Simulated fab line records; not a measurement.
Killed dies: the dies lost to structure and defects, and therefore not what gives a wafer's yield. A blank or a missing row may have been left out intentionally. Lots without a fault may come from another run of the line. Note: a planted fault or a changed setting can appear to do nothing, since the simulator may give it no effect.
Chamber matching | flow n5-finfet | rie-diel-05 running N5_FIN_SAQP_HM_OPEN_73: 4 sister chambers
The step chemistry CHF3/O2, target SiO2, stops on a-Si, target depth 12 nm, time 16.8 s. 4 wafers are shown with their chamber, then 8 later ones without.

== WAFERS PAIRED WITH THEIR CHAMBERS ==
wafer  | chamber | throttle-valve-pct (%)
L091.1 | 3       | 18.52
L092.1 | 1       | 18.95
L092.3 | 2       | 18.54
L093.2 | 0       | 19.11

== WAFERS WHOSE CHAMBER IS MISSING ==
wafer  | throttle-valve-pct (%)
L093.4 | 18.95
L093.5 | 19.11
L096.2 | 18.55
L096.4 | 18.52
L096.5 | 18.54
L097.1 | 19.14
L097.3 | 18.54
L097.5 | 18.95

== CHAMBER TAKEN BY EACH ==
wafer  | from the rows above     | in truth
L093.4 | 1                       | 1
L093.5 | 0                       | 0
L096.2 | can't be placed: 2 or 3 | 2
L096.4 | can't be placed: 3 or 2 | 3
L096.5 | can't be placed: 2 or 3 | 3
L097.1 | 0                       | 0
L097.3 | can't be placed: 2 or 3 | 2
L097.5 | 1                       | 1
Correctly placed: 4 of 8. Unplaceable from these rows: 4, with the true chamber sitting among the candidates in 4. 0 placed wrongly.
How it was worked out, from the rows above alone: a wafer's distance from a chamber is the root of the sum, over the readings, of the square of ((its reading less the chamber's mean) divided by the reading's scatter). The wafer belongs to the nearest chamber; if the next one is less than 2 further off, it can't be placed. For every chamber, the mean is computed from those of its wafers that are shown. The scatter: root of mean squared gap, hidden wafer to nearest shown wafer, with one shown wafer a chamber.
